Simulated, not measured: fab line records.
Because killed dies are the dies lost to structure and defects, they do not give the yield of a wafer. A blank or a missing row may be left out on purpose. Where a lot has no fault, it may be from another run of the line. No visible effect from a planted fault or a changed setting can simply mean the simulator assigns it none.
Chamber matching / flow nand harc / cmp-02 running NHARC_A_WL_FILL_CMP_12: 4 sister chambers
The step polishes, t overpolish 30 s, target thk 75 nm. 18 wafers are shown with their chamber, then 9 later ones without.

## WAFERS WITH THEIR CHAMBER
wafer=L587.1; chamber=0; motor current A (A)=12.3; time to endpoint s (s)=13.3; overpolish run s (s)=29.990
wafer=L587.5; chamber=1; motor current A (A)=11.4; time to endpoint s (s)=17.1; overpolish run s (s)=29.987
wafer=L587.6; chamber=2; motor current A (A)=13.5; time to endpoint s (s)=15.9; overpolish run s (s)=29.994
wafer=L589.1; chamber=3; motor current A (A)=11.3; time to endpoint s (s)=15.7; overpolish run s (s)=30.009
wafer=L589.2; chamber=1; motor current A (A)=10.8; time to endpoint s (s)=16.2; overpolish run s (s)=30.003
wafer=L589.3; chamber=2; motor current A (A)=13.2; time to endpoint s (s)=15.7; overpolish run s (s)=30.006
wafer=L594.1; chamber=3; motor current A (A)=11.5; time to endpoint s (s)=13.7; overpolish run s (s)=29.988
wafer=L594.5; chamber=0; motor current A (A)=11.4; time to endpoint s (s)=15.0; overpolish run s (s)=29.997
wafer=L594.6; chamber=3; motor current A (A)=11.7; time to endpoint s (s)=15.3; overpolish run s (s)=30.003
wafer=L597.3; chamber=0; motor current A (A)=11.2; time to endpoint s (s)=15.7; overpolish run s (s)=30.002
wafer=L597.4; chamber=3; motor current A (A)=11.2; time to endpoint s (s)=18.2; overpolish run s (s)=29.983
wafer=L597.5; chamber=0; motor current A (A)=11.6; time to endpoint s (s)=18.6; overpolish run s (s)=29.990
wafer=L595.2; chamber=0; motor current A (A)=11.9; time to endpoint s (s)=15.7; overpolish run s (s)=29.998
wafer=L595.4; chamber=1; motor current A (A)=11.4; time to endpoint s (s)=15.4; overpolish run s (s)=29.995
wafer=L595.6; chamber=1; motor current A (A)=11.2; time to endpoint s (s)=16.7; overpolish run s (s)=30.006
wafer=L604.1; chamber=3; motor current A (A)=11.3; time to endpoint s (s)=13.0; overpolish run s (s)=29.989
wafer=L604.2; chamber=0; motor current A (A)=11.7; time to endpoint s (s)=14.3; overpolish run s (s)=29.991
wafer=L604.6; chamber=0; motor current A (A)=12.0; time to endpoint s (s)=13.3; overpolish run s (s)=29.994

SIGNATURES (averages over the wafers above)
reading=motor current A; chamber 0=11.729; chamber 1=11.200; chamber 2=13.350; chamber 3=11.400; scatter within a chamber=0.302
reading=time to endpoint s; chamber 0=15.129; chamber 1=16.350; chamber 2=15.800; chamber 3=15.180; scatter within a chamber=1.65
reading=overpolish run s; chamber 0=29.99457; chamber 1=29.99775; chamber 2=30.00000; chamber 3=29.99440; scatter within a chamber=0.00804
Rule: a wafer's distance from a chamber is the root of the sum, over the readings, of the square of ((its reading less the chamber's mean) divided by the reading's scatter). If the next closest chamber is less than 2 further off than the closest, the wafer can't be placed; otherwise it belongs to the closest. The scatter: the root of (the sum of the squares of (reading less its chamber's mean) over the shown wafers, divided by (wafers less chambers)).

## WAFERS MISSING THEIR CHAMBER
wafer=L605.1; motor current A (A)=11.7; time to endpoint s (s)=16.6; overpolish run s (s)=30.001
wafer=L605.2; motor current A (A)=11.7; time to endpoint s (s)=19.5; overpolish run s (s)=30.003
wafer=L605.3; motor current A (A)=13.8; time to endpoint s (s)=18.0; overpolish run s (s)=30.003
wafer=L607.3; motor current A (A)=11.0; time to endpoint s (s)=16.7; overpolish run s (s)=29.995
wafer=L607.4; motor current A (A)=11.9; time to endpoint s (s)=18.8; overpolish run s (s)=30.007
wafer=L607.6; motor current A (A)=13.1; time to endpoint s (s)=17.6; overpolish run s (s)=30.004
wafer=L606.2; motor current A (A)=12.8; time to endpoint s (s)=18.5; overpolish run s (s)=29.999
wafer=L606.5; motor current A (A)=12.3; time to endpoint s (s)=17.4; overpolish run s (s)=29.983
wafer=L606.6; motor current A (A)=10.6; time to endpoint s (s)=18.2; overpolish run s (s)=30.009

## WHICH CHAMBER EACH ONE RAN IN
wafer=L605.1; from the rows above=can't be placed: 0 or 3 or 1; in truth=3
wafer=L605.2; from the rows above=can't be placed: 1 or 0 or 3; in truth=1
wafer=L605.3; from the rows above=2; in truth=2
wafer=L607.3; from the rows above=can't be placed: 1 or 3 or 0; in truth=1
wafer=L607.4; from the rows above=can't be placed: 0 or 1 or 3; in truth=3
wafer=L607.6; from the rows above=2; in truth=2
wafer=L606.2; from the rows above=can't be placed: 2 or 0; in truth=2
wafer=L606.5; from the rows above=can't be placed: 0 or 3 or 1 or 2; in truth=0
wafer=L606.6; from the rows above=can't be placed: 1 or 3 or 0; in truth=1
Correct placement for 2 of the 9. Unplaceable from these rows: 7, with the true chamber sitting among the candidates in 7. Wrongly placed: 0.
